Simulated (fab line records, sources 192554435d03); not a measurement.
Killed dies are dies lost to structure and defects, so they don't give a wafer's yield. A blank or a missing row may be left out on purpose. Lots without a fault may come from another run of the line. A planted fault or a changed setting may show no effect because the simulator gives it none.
Chamber matching | flow n5_finfet | N5_SD_EPI_N_ETCH_35 on rie_diel-03: 4 sister chambers
The step etches SOC in N2/H2, overetch 108 nm, time 486 s. 16 wafers are shown with their chamber, then 8 later ones without.

WAFERS WITH THEIR CHAMBER
wafer  | chamber | throttle_valve_pct (%) | showerhead_plenum_p_Torr (Torr) | drypump_motor_current_A (A)
L076.2 | 1       | 23.60                  | 2.56                            | 6.3
L076.3 | 3       | 23.54                  | 2.55                            | 5.9
L076.5 | 2       | 23.77                  | 2.50                            | 5.5
L077.3 | 3       | 23.53                  | 2.55                            | 6.0
L077.5 | 2       | 23.77                  | 2.50                            | 5.5
L077.6 | 1       | 23.59                  | 2.55                            | 6.3
L079.2 | 1       | 23.60                  | 2.55                            | 6.4
L079.3 | 0       | 23.77                  | 2.51                            | 6.3
L079.6 | 0       | 23.76                  | 2.51                            | 6.3
L082.2 | 3       | 23.55                  | 2.55                            | 5.9
L082.3 | 2       | 23.79                  | 2.50                            | 5.4
L082.5 | 3       | 23.54                  | 2.55                            | 5.9
L084.1 | 2       | 23.79                  | 2.49                            | 5.5
L084.2 | 3       | 23.55                  | 2.55                            | 5.9
L084.4 | 1       | 23.62                  | 2.55                            | 6.4
L085.2 | 3       | 23.55                  | 2.55                            | 5.9

SIGNATURES (means of the wafers above)
reading                  | chamber 0 | chamber 1 | chamber 2 | chamber 3 | scatter within a chamber
throttle_valve_pct       | 23.7650   | 23.6025   | 23.7800   | 23.5433   | 0.0102
showerhead_plenum_p_Torr | 2.5100    | 2.5525    | 2.4975    | 2.5500    | 0.00354
drypump_motor_current_A  | 6.300     | 6.350     | 5.475     | 5.917     | 0.0464
Rule: a wafer's distance from a chamber is the root of the sum, over the readings, of the square of ((its reading less the chamber's mean) divided by the reading's scatter). The wafer belongs to the nearest chamber; if the next one is less than 2 further off, it can't be placed. The scatter: the root of (the sum of the squares of (reading less its chamber's mean) over the shown wafers, divided by (wafers less chambers)).

WAFERS WITHOUT THEIR CHAMBER
wafer  | throttle_valve_pct (%) | showerhead_plenum_p_Torr (Torr) | drypump_motor_current_A (A)
L085.3 | 23.63                  | 2.55                            | 6.3
L085.5 | 23.79                  | 2.49                            | 5.5
L088.2 | 23.79                  | 2.49                            | 5.4
L088.5 | 23.80                  | 2.49                            | 5.4
L088.6 | 23.63                  | 2.55                            | 6.4
L092.1 | 23.63                  | 2.54                            | 6.4
L092.2 | 23.56                  | 2.54                            | 5.9
L092.6 | 23.80                  | 2.50                            | 6.3

WHICH CHAMBER EACH WENT THROUGH
wafer  | from the rows above | in truth
L085.3 | 1                   | 1
L085.5 | 2                   | 2
L088.2 | 2                   | 2
L088.5 | 2                   | 2
L088.6 | 1                   | 1
L092.1 | 1                   | 1
L092.2 | 3                   | 3
L092.6 | 0                   | 0
Placed correctly: 8 of 8. Can't be placed from these rows: 0. Placed wrongly: 0.
